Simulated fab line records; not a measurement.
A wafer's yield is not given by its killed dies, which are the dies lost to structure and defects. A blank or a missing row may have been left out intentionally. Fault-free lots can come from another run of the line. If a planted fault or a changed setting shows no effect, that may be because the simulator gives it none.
fab line records	flow n5-finfet
record lots=9	wafers=27	last-day=18
route steps=1938 shown GATE_CUT@497 BEOL_M4@1111
lots that met no fault: taken from a fault-free run of the same line
start-h: start of the lot's first displayed wafer, in hours after the record's first day	wait-h: hours since the lot's step before	" same as the row above	L1.1+2: a single row standing in for several wafers	- no value present, or no start provided	* or withheld: withheld	< > ~ a bound
route shown NAME@n: NAME is a module with steps in the file, n the number in the route of the first one	usual: the fault-free wafers' mean and standard deviation	same: alike in all rows	chamber/n: place in a boat	sites: readings site by site	_std_site: standard deviation of those values	_edge_site: the outer-site mean with the inner-site mean subtracted	radius-mm: for every site, how far away it sits from the centre of the wafer	mask NAME#n: copy n	behind: the tool/chamber that last shaped the wafer	hold: reason for holding the lot/hours on hold/outcome of the hold	device: names the non-switching transistor (n, p or np)	end of line: tests run on the same wafers once the route is complete	where a step has no rows: the recipe by itself	killed: the dies lost at the first sort to structure and to defects; this is not the yield of the wafer	map: per-die view of a wafer (x killed, . not killed, _ where there is no die)
set.NAME: the run value of the setting; set.NAME@STEP: its run value at that earlier step	model.NAME: the simulator's own value behind a step, which no gauge read
route steps across a sampled set of lots; one table per step, one row per wafer
services: when a tool's chamber went out of use (start-h, in hours from the record's first day, below 0 if earlier), for how many hours, and the reason
## steps
# step N5_GATE_CUT_STRIP_41
# recipe chemistry=CF4	resist=SiARC	power-w=300	bias-power-w=75	pressure-mtorr=50	cf4-flow-sccm=150	rf-frequency-hz=6e+07
# usual cf4-flow-sccm=150.0/0.46	drypump-motor-current-A=5.9/0.34	oes-product-au=0.185/0.022	rf-vpp-V=270.8/1.5	showerhead-plenum-p-Torr=1.78/0.061	throttle-valve-pct=13.57/0.27
lot.wafer	tool	chamber	start-h	wait-h	cf4-flow-sccm	drypump-motor-current-A	oes-product-au	rf-hours-counter-h	rf-vpp-V	showerhead-plenum-p-Torr	throttle-valve-pct
L870.1	rie-diel-02	3	99.92	0.0	150.3	5.9	0.212	10	273.2	1.83	13.37
L870.3	"	1	"	"	150.8	5.9	0.179	123	269.9	1.80	13.70
L870.6	"	0	"	"	149.7	6.5	0.171	-	268.6	1.72	13.74
L871.1	rie-diel-06	0	110.47	0.0	150.5	5.9	0.220	8	271.8	1.85	13.17
L871.3	"	2	"	"	150.1	5.9	0.177	112	272.5	1.87	13.29
L871.6	"	2	"	"	149.9	5.9	0.176	-	273.5	1.87	13.30
L875.2	rie-diel-06	1	124.76	0.0	149.2	5.9	0.162	234	269.2	1.71	13.88
L875.3	"	2	"	"	149.9	5.9	0.174	117	272.2	1.87	13.29
L875.5	"	1	"	"	149.3	5.9	0.160	-	269.3	1.71	13.87
L877.1	rie-diel-06	3	138.87	0.0	149.4	5.9	0.199	56	269.8	1.73	13.67
L877.2	"	2	"	"	149.9	5.9	0.174	121	272.9	1.87	13.30
L877.4	"	1	"	"	149.0	5.9	0.161	239	270.3	1.71	13.87
L878.1	rie-diel-04	3	141.17	0.0	150.5	5.4	0.193	46	270.8	1.83	13.21
L878.2	"	0	"	"	150.9	6.3	0.158	241	266.7	1.69	13.92
L878.6	"	1	"	"	149.2	5.8	0.164	-	269.4	1.77	13.82
L881.1	rie-diel-04	3	169.07	0.0	150.1	5.4	0.195	55	272.1	1.83	13.20
L881.3	"	1	"	"	150.3	5.8	0.156	238	270.4	1.77	13.84
L881.6	"	3	"	"	149.2	5.4	0.196	-	271.8	1.83	13.25
L889.2	rie-diel-02	2	212.38	0.0	150.2	5.3	0.209	34	271.6	1.82	13.41
L889.3	"	1	"	"	150.3	5.9	0.173	158	270.8	1.79	13.78
L889.4	"	0	"	"	150.3	6.5	0.163	234	269.4	1.71	13.81
L890.2	rie-diel-04	1	216.76	0.0	150.0	5.8	0.154	256	270.0	1.77	13.87
L890.3	"	3	"	"	150.1	5.4	0.186	73	271.5	1.82	13.26
L890.4	"	0	"	"	149.7	6.3	0.155	-	268.9	1.69	13.97
L891.2	rie-diel-06	2	225.34	0.0	151.4	5.9	0.168	148	272.3	1.86	13.36
L891.4	"	1	"	"	150.7	5.9	0.235	8	273.4	1.91	13.36
L891.5	"	1	"	"	150.2	5.9	0.226	-	273.2	1.91	13.36
# step N5_GATE_CUT_CUT_ETCH_55
# recipe chemistry=BCl3	target=HfO2	mask-material=SiO2	target-depth-a=32	ion-energy-ev=30	pressure-mtorr=5	icp-w=450	bias-w=18	bcl3-flow-sccm=80
# usual drypump-motor-current-A=5.9/0.49	oes-product-au=0.77/0.12	throttle-valve-pct=33.3/0.45
lot.wafer	tool	chamber	start-h	wait-h	drypump-motor-current-A	oes-product-au	rf-hours-counter-h	throttle-valve-pct
L870.1	rie-metal-02	1	100.21	0.0	5.0	0.74	62	33.3
L870.3	"	1	"	"	4.9	0.74	-	33.2
L870.6	"	1	"	"	5.0	0.75	-	33.2
L871.1	rie-metal-01	1	110.76	0.0	5.8	0.87	17	33.4
L871.3	"	1	"	"	5.9	0.86	-	33.4
L871.6	"	0	"	"	6.0	0.59	-	33.4
L875.2	rie-metal-01	1	125.05	0.0	5.8	0.86	19	33.4
L875.3	"	1	"	"	5.8	0.86	-	33.4
L875.5	"	0	"	"	6.1	0.59	-	33.4
L877.1	rie-metal-02	0	139.16	0.0	5.6	0.66	109	33.1
L877.2	"	1	"	"	5.0	0.75	66	33.3
L877.4	"	1	"	"	4.9	0.74	-	33.3
L878.1	rie-metal-03	1	141.46	0.0	6.3	0.93	7	32.4
L878.2	"	0	"	"	6.5	0.70	80	33.7
L878.6	"	1	"	"	6.4	0.92	-	32.4
L881.1	rie-metal-01	1	169.36	0.0	5.9	0.85	24	33.4
L881.3	"	1	"	"	5.8	0.84	-	33.4
L881.6	"	0	"	"	6.0	0.98	-	33.9
L889.2	rie-metal-03	1	212.67	0.0	6.4	0.88	13	32.4
L889.3	"	1	"	"	6.4	0.88	-	32.4
L889.4	"	0	"	"	6.5	0.70	-	33.7
L890.2	rie-metal-03	1	217.05	0.0	6.4	0.87	13	32.4
L890.3	"	1	"	"	6.4	0.87	-	32.4
L890.4	"	0	"	"	6.5	0.69	-	33.7
L891.2	rie-metal-02	1	225.63	0.0	5.0	0.73	74	33.3
L891.4	"	0	"	"	5.6	0.64	-	33.1
L891.5	"	1	"	"	5.0	0.72	-	33.3
# step N5_GATE_CUT_VAPOR_ETCH_48
# recipe chemistry=BCl3/Cl2	target=TiN	mode=isotropic
# usual drypump-motor-current-A=5.9/0.49	oes-product-au=0.77/0.12
lot.wafer	tool	chamber	start-h	wait-h	drypump-motor-current-A	oes-product-au
L870.1	rie-metal-02	1	100.27	0.0	4.9	0.74
L870.3	"	1	"	"	5.0	0.74
L870.6	"	1	"	"	4.9	0.75
L871.1	rie-metal-01	1	110.82	0.0	5.8	0.86
L871.3	"	1	"	"	5.8	0.87
L871.6	"	0	"	"	6.0	0.60
L875.2	rie-metal-01	1	125.11	0.0	5.8	0.85
L875.3	"	1	"	"	5.8	0.86
L875.5	"	0	"	"	6.1	0.59
L877.1	rie-metal-02	0	139.22	0.0	5.6	0.65
L877.2	"	1	"	"	4.9	0.74
L877.4	"	1	"	"	4.9	0.75
L878.1	rie-metal-03	1	141.52	0.0	6.4	0.92
L878.2	"	0	"	"	6.4	0.72
L878.6	"	1	"	"	6.4	0.92
L881.1	rie-metal-01	1	169.42	0.0	5.8	0.85
L881.3	"	1	"	"	5.8	0.85
L881.6	"	0	"	"	6.1	0.99
L889.2	rie-metal-03	1	212.73	0.0	6.4	0.88
L889.3	"	1	"	"	6.4	0.88
L889.4	"	0	"	"	6.5	0.69
L890.2	rie-metal-03	1	217.11	0.0	6.4	0.88
L890.3	"	1	"	"	6.4	0.87
L890.4	"	0	"	"	6.4	0.70
L891.2	rie-metal-02	1	225.69	0.0	5.0	0.72
L891.4	"	0	"	"	5.6	0.63
L891.5	"	1	"	"	5.0	0.72
# step N5_GATE_CUT_ALD_22
# recipe material=SiNx	target-thk-a=160	temp-c=400	ald-precursor-family=SiH2I2	ald-co-reactant=N2/H2-plasma	pulse-time-s=1	ald-cycles=320	purge-time-s=2	co-reactant-purge-time-s=2	pressure-torr=2
# usual ald-cycles=320/0	heater-power-outer-w=530/79	heater-power-w=849/86	precursor-pulse-height-rel=1.000/0.019
lot.wafer	tool	chamber	start-h	wait-h	ald-cycles	heater-power-outer-w	heater-power-w	precursor-pulse-height-rel
L870.1	ald-sin-04	3	101.15	0.4	320	627	917	0.964
L870.3	"	0	"	"	320	661	984	0.999
L870.6	"	1	"	"	320	512	840	1.000
L871.1	ald-sin-04	2	111.09	0.0	320	672	1034	0.994
L871.3	"	1	"	"	320	497	845	1.023
L871.6	"	2	"	"	320	670	1021	1.002
L875.2	ald-sin-01	3	125.38	0.0	320	511	771	1.002
L875.3	"	1	"	"	320	616	930	0.989
L875.5	"	0	"	"	320	544	834	1.006
L877.1	ald-sin-01	0	139.48	0.0	320	559	846	1.021
L877.2	"	3	"	"	320	524	761	0.997
L877.4	"	1	"	"	320	620	906	0.982
L878.1	ald-sin-01	3	141.78	0.0	320	510	777	1.025
L878.2	"	2	"	"	320	418	740	0.939
L878.6	"	0	"	"	320	549	840	1.000
L881.1	ald-sin-01	0	169.69	0.0	367	544	840	1.017
L881.3	"	3	"	"	320	516	762	1.014
L881.6	"	2	"	"	320	414	726	0.997
L889.2	ald-sin-04	0	212.99	0.0	320	652	986	0.996
L889.3	"	2	"	"	320	659	1044	1.016
L889.4	"	1	"	"	320	502	859	0.992
L890.2	ald-sin-04	1	217.37	0.0	320	520	846	1.003
L890.3	"	2	"	"	320	656	1064	1.012
L890.4	"	1	"	"	320	500	849	0.979
L891.2	ald-sin-03	2	225.95	0.0	320	401	735	0.984
L891.4	"	3	"	"	320	556	897	0.992
L891.5	"	0	"	"	320	506	840	1.014
# step N5_BEOL_M4_RC_MEAS_101
# usual DIBL_N=37.1/1.8	DIBL_P=37.2/2.1	IOFF_N=0.17/0.033	IOFF_P=0.22/0.037	ION_N=680/11	ION_P=464/7.7	SS_N=71.7/0.63	SS_P=73.6/0.67	VT_N=248.9/2.9	VT_P=-251/3.6
lot.wafer	tool	chamber	start-h	wait-h	DIBL_N[mV/V]	DIBL_P[mV/V]	IOFF_N[nA/um]	IOFF_P[nA/um]	ION_N[uA/um]	ION_P[uA/um]	SS_N[mV/dec]	SS_P[mV/dec]	VT_N[mV]	VT_P[mV]
L870.1	prober-01	0	187.64	0.0	37.7	39.0	0.21	0.24	684	467	72.2	74.0	244.9	-249
L870.3	"	0	"	"	32.4	32.8	0.11	0.15	666	458	70.6	72.1	253.1	-256
L870.6	"	0	"	"	36.1	37.3	0.18	0.21	682	465	71.9	73.8	246.9	-250
L871.1	prober-02	0	190.94	0.0	38.7	40.6	0.22	0.26	701	473	72.0	74.6	242.9	-248
L871.3	"	0	"	"	35.8	36.7	0.14	0.18	676	455	71.4	73.2	251.4	-256
L871.6	"	0	"	"	34.1	33.8	0.12	0.15	667	454	71.0	72.5	251.3	-256
L875.2	prober-01	0	216.16	0.2	38.2	39.4	0.22	0.31	697	481	72.4	74.2	245.5	-244
L875.3	"	0	"	"	38.0	37.8	0.20	0.29	686	479	72.1	73.6	245.1	-243
L875.5	"	0	"	"	37.1	36.8	0.18	0.26	680	466	72.2	73.5	246.5	-247
L877.1	prober-01	0	235.29	0.0	35.6	35.8	0.15	0.20	675	466	71.2	73.9	249.1	-251
L877.2	"	0	"	"	38.3	37.0	0.19	0.23	691	470	71.7	73.9	249.9	-249
L877.4	"	0	"	"	34.8	34.9	0.14	0.19	678	464	70.5	72.2	250.8	-254
L878.1	prober-02	0	235.71	0.0	35.7	37.0	0.14	0.18	663	455	72.0	73.9	250.1	-254
L878.2	"	0	"	"	38.2	41.7	0.21	0.25	690	469	71.6	75.1	245.4	-252
L878.6	"	0	"	"	34.0	35.3	0.13	0.17	665	462	70.7	73.4	251.2	-255
L881.1	prober-02	0	283.62	0.0	38.4	37.8	0.18	0.22	676	461	70.8	73.7	247.8	-251
L881.3	"	0	"	"	40.1	40.3	0.21	0.27	688	474	71.5	74.3	247.0	-247
L881.6	"	0	"	"	35.5	35.3	0.12	0.19	671	467	70.7	73.8	252.9	-252
L889.2	prober-01	0	318.01	0.2	38.4	37.9	0.20	0.24	695	469	72.2	74.3	243.4	-249
L889.3	"	0	"	"	37.4	36.2	0.18	0.22	678	461	72.0	73.4	247.8	-251
L889.4	"	0	"	"	37.3	35.7	0.17	0.21	666	461	71.5	73.1	249.1	-252
L890.2	prober-02	0	322.86	0.2	39.5	39.0	0.18	0.24	664	463	71.9	73.9	249.3	-248
L890.3	"	0	"	"	40.7	38.9	0.21	0.24	678	461	73.2	74.5	247.9	-247
L890.4	"	0	"	"	37.4	35.8	0.16	0.20	680	461	71.3	73.8	250.8	-250
L891.2	prober-02	0	325.78	0.2	40.8	40.8	0.27	0.34	703	477	73.1	74.0	242.1	-241
L891.4	"	0	"	"	35.2	34.0	0.13	0.20	677	463	72.0	72.0	251.3	-248
L891.5	"	0	"	"	37.1	36.9	0.18	0.25	679	467	71.7	73.6	248.0	-244
## services
tool	chamber	start-h	hours	kind
ald-sin-03	-	87.38	14.0	pm
rie-diel-04	2	96.92	132.0	repair
rie-metal-01	0	153.39	-	clean
rie-metal-01	0	153.39	13.0	scheduled-down
rie-metal-01	0	153.39	13.0	vent-cycle
rie-diel-02	2	161.44	8.3	repair
rie-metal-01	1	173.00	50.6	repair
ald-sin-01	-	178.19	14.0	pm
ald-sin-01	0	178.19	14.0	vent-cycle
ald-sin-01	1	178.19	14.0	vent-cycle
ald-sin-01	2	178.19	14.0	vent-cycle
ald-sin-01	3	178.19	14.0	vent-cycle
rie-diel-06	1	180.43	-	clean
rie-diel-06	1	180.43	-	consumable-replace:focus-ring
rie-diel-06	1	180.43	-	consumable-replace:showerhead
rie-diel-02	1	183.49	5.8	repair
ald-sin-01	0	192.19	-	clean
ald-sin-01	1	192.19	-	clean
ald-sin-01	2	192.19	-	clean
ald-sin-01	3	192.19	-	clean
rie-diel-02	-	199.34	2.8	pm
ald-sin-03	-	202.41	6.0	pm
ald-sin-03	-	213.12	1.4	repair
ald-sin-04	0	216.77	4.9	repair
## key
first-sign step=N5_GATE_CUT_ALD_22	reading=ald-cycles	direction=up	sigmas=99+	usual=*	struck=*
effect none on later readings
met-at N5_GATE_CUT_ALD_22
struck-lots L881
struck-wafers L881.1
not-acting-at N5_GATE_CUT_STRIP_41,N5_GATE_CUT_CUT_ETCH_55,N5_GATE_CUT_VAPOR_ETCH_48
onset-between 141.78 169.69
fault kind=process-parameter-drift	tool=ald-sin-01	chamber=-	onset-h=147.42	steps=N5_GATE_CUT_ALD_22	channel=ald-cycles	offset=*	shape=step	end-h=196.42	scope=struck-wafers-only	acts-in=*	stated=*
